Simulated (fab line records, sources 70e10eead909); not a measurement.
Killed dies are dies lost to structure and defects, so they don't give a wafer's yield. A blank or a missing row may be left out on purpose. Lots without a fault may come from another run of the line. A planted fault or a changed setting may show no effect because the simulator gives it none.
A struck lot beside a sound one | flow nand_harc | 15 steps out of a route of 1302
Sound: wafers L856.1, L856.2, L856.4. Struck: wafers L855.2, L855.3, L855.4. The cause comes at the end.
At each step with rows: each side's tool, then ch and its chambers, then its first start. Under that, the readings that differ: sound wafers | struck wafers | difference of the means | sigmas: that difference in standard deviations of wafers without a fault.
alike: readings whose means differ by less than 2 such deviations, and words and numbers that are the same on both sides. not compared: withheld readings, readings that some wafer has no value for, bounds like >300 that may hide the same value, and numbers for which the record gives no deviation and whose values overlap.
The two part at a step that has a row with sigmas, a row that says differs or no value, or rows on one side only. Numbers that don't overlap but have no deviation are shown without sigmas and don't part them. A reading that every wafer of one side lacks parts them only if that side has two wafers or more.

NHARC_P_M1_DESCUM_14: chemistry O2, time 3 s.
  sound on rie_diel-05 ch 0,1,3, day 12 09:30; struck on rie_diel-07 ch 1,2,3, day 12 07:35
  reading                | sound | struck | difference | sigmas
  rf_hours_counter_h (h) | 3 2 3 | 10 9 9 | +7         |
  alike: drypump_motor_current_A, oes_product_au, rf_vpp_V, showerhead_plenum_p_Torr, throttle_valve_pct
NHARC_P_M1_ETCH_35: etches the open film in N2/H2, target depth 40 nm, overetch 12 nm, time 43.94 s.
  sound on rie_diel-05 ch 0,1,3, day 12 09:35; struck on rie_diel-07 ch 0,1,3, day 12 07:40
  reading                | sound | struck | difference | sigmas
  rf_hours_counter_h (h) | 3 2 3 | 10 7 9 | +6         |
  alike: drypump_motor_current_A, h2_flow_sccm, oes_product_au, rf_fwd_power_W, rf_vpp_V, showerhead_plenum_p_Torr, throttle_valve_pct
NHARC_P_M1_ETCH_15: etches the open film in C4F8/Ar, target depth 182.5 nm, time 91.2 s.
  sound on rie_diel-05 ch 0,1,2; struck on rie_diel-07 ch 1,2,3
  reading                | sound | struck | difference | sigmas
  rf_hours_counter_h (h) | 2 3 3 | 9 9 10 | +7         |
  alike: oes_product_au, rf_fwd_power_W, rf_vpp_V
NHARC_P_M1_CD_MEAS_16:
  sound on cd_sem-03, day 12 09:49; struck on cd_sem-03, day 12 07:53
  alike: cd_nm
then, 3 steps without rows for these wafers: NHARC_P_M1_STRIP_18 (strips in N2/H2); NHARC_P_M1_ETCH_28 (etches the open film in CF4/N2, target depth 30 nm, time 72.99 s); NHARC_P_M1_STRIP_19 (strips in post etch residue remover, time 600 s).
NHARC_P_M1_DEGAS_29: time 60 s.
  sound on pvd_sputter-02, day 12 10:31; struck on pvd_sputter-03, day 12 08:36
  alike: heater_power_w
NHARC_P_M1_PRE_CLEAN_30: time 30 s.
  sound on pvd_sputter-02; struck on pvd_sputter-03
  alike: heater_power_w
then, 3 steps without rows for these wafers: NHARC_P_M1_PVD_20 (deposits TaN, target thk 5 nm, time 8.06 s); NHARC_P_M1_PVD_21 (deposits Cu, target thk 30 nm, time 20.49 s); NHARC_P_M1_ECD_22 (material Cu, target thk 400 nm).
NHARC_P_M1_ANNEAL_31: time 90 s.
  sound on rtp_anneal-01 ch 0, day 12 11:16; struck on rtp_anneal-02, day 12 09:23
  no value came back on the struck wafers for anneal_temp_c (C), anneal_temp_c_max, wafer_temp_C_max; on the sound wafers anneal_temp_c (C) reads 224.87 225.18 224.84
then, 1 step without rows for these wafers: NHARC_P_M1_CMP_23 (polishes, t overpolish 20 s, target thk 157.82 nm).
-- the record jumps here: 18 days lie between the struck wafers' starts before and after (it left off in module P_M1 and takes up again in module END, whose first step shown is number 1302 of the route) --
NHARC_END_SORT_01:
  sound on prober-02 ch 0, day 30 13:07; struck on prober-01 ch 0, day 30 13:50
  reading                  | sound          | struck         | difference | sigmas
  defect_limited_yield (%) | 95.4 94.8 95.6 | 91.1 87.6 88.0 | -6.4       | -2
  killed_at_periphery      | 3 3 2          | 24 35 36       | +29        | +12
  killed_dies              | 31 35 30       | 60 84 81       | +43        | +2
  alike: killed_at_array, killed_at_other, killed_open, killed_short

WHERE THEY PART
First at NHARC_P_M1_ANNEAL_31; last, within this record, at NHARC_END_SORT_01.

WHY: what the simulator had put in
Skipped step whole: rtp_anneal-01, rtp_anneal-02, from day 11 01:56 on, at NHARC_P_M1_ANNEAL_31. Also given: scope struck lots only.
